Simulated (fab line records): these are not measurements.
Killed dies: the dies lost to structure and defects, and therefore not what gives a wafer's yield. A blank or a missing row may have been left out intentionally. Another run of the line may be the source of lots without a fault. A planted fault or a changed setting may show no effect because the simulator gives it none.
Matching of chambers ; flow n5 finfet ; N5_MOL_CONTACT_COAG_ETCHBACK_135 on rie diel-01 has 4 sister chambers
The step etches SiO2 in CHF3, target depth 25 nm, time 16.7 s. 20 wafers are shown with their chamber, then 10 later ones without.

WAFERS PAIRED WITH THEIR CHAMBERS
wafer;chamber;rf vpp V (V);showerhead plenum p Torr (Torr);oes_ar_750_au (a.u.)
L076.2;3;545;2.35;0.68
L076.4;0;495;2.33;0.86
L076.6;3;544;2.35;0.68
L080.2;1;561;2.52;0.84
L080.4;3;545;2.35;0.69
L080.5;0;496;2.33;0.85
L079.4;2;544;2.39;0.75
L079.5;1;562;2.52;0.84
L079.6;2;547;2.39;0.74
L083.2;2;545;2.38;0.74
L083.3;1;563;2.51;0.84
L083.6;2;546;2.38;0.74
L084.1;0;495;2.32;0.85
L084.4;3;544;2.34;0.67
L084.5;3;544;2.34;0.68
L086.2;1;561;2.51;0.83
L086.3;3;545;2.34;0.68
L086.4;0;495;2.32;0.83
L087.1;2;546;2.38;0.74
L087.2;3;544;2.34;0.68

SIGNATURES (means of the wafers above)
reading;chamber 0;chamber 1;chamber 2;chamber 3;scatter within a chamber
rf vpp V;495.25;561.75;545.60;544.43;0.807
showerhead plenum p Torr;2.3250;2.5150;2.3840;2.3443;0.00554
oes_ar_750_au;0.8475;0.8375;0.7420;0.6800;0.0072
Rule: a wafer lies at a distance from a chamber equal to the root of the sum of squares, over the readings, of (its reading less the chamber's mean, divided by the reading's scatter). The wafer belongs to the nearest chamber; if the next one is less than 2 further off, it can't be placed. The scatter: take each reading less its chamber's mean, square it, sum over the shown wafers, divide by the number of wafers less the number of chambers, and take the root.

WAFERS WHOSE CHAMBER IS MISSING
wafer;rf vpp V (V);showerhead plenum p Torr (Torr);oes_ar_750_au (a.u.)
L087.6;562;2.51;0.82
L088.2;545;2.34;0.67
L088.5;563;2.51;0.83
L088.6;547;2.38;0.74
L091.3;562;2.51;0.82
L091.4;495;2.32;0.83
L091.5;546;2.38;0.72
L095.1;494;2.31;0.81
L095.2;563;2.50;0.80
L095.6;544;2.34;0.94

WHICH CHAMBER EACH WENT THROUGH
wafer;from the rows above;in truth
L087.6;1;1
L088.2;3;3
L088.5;1;1
L088.6;2;2
L091.3;1;1
L091.4;0;0
L091.5;2;2
L095.1;0;0
L095.2;1;1
L095.6;2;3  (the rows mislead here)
Correctly placed: 9 of 10. Can't be placed from these rows: 0. Placed wrongly: 1.
